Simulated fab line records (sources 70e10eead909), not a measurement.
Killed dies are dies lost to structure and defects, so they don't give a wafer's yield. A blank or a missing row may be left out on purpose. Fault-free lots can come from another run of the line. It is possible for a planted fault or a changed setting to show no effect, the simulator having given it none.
Which of the tools did it? -- flow nand harc -- 7 lots (21 wafers sampled), 1 step of a 1302-step route

WHAT EACH GAUGE READ, for each wafer
NHARC_A_ONON_D1_THK_MEAS_34: measures by ellipsometry.
lot,measured,on,thk nm (nm)
L252,day 8 11:14,film metro-02,200 203 206
L255,day 10 11:00,film metro-01,198 197 204
L259,day 11 16:53,film metro-02,196 199 202
L261,day 12 15:33,film metro-02,195 192 194
L264,day 13 12:02,film metro-01,198 201 201
L269,day 16 00:04,film metro-02,197 199 201
L273,day 17 20:28,film metro-02,197 196 200

WHAT TOOL EACH LOT RAN ON (gives the tool, then ch and the chambers of the sampled wafers, and finally the start)
Before these readings, the record contains no process step.

THE ANSWER, worked out from the rows above alone
Rule: what is usual is taken from the lots themselves. The widest of any qualifying gaps counts: lots, ordered by their means at a reading, are off when they make up no more than a third of the lots, leave a main group of 4 or more, and stand apart from it by 3 or more times the standard deviation of that group's means. The tables above print the reading to a certain number of digits; a main group whose means all agree to those digits is not used. Also off: a lot with no number at a reading for which 4 or more lots have one. Any other lot the step has rows for is counted as sound.
None of the lots is off at any reading shown; this tells nothing.

WHAT WAS PUT IN BY THE SIMULATOR
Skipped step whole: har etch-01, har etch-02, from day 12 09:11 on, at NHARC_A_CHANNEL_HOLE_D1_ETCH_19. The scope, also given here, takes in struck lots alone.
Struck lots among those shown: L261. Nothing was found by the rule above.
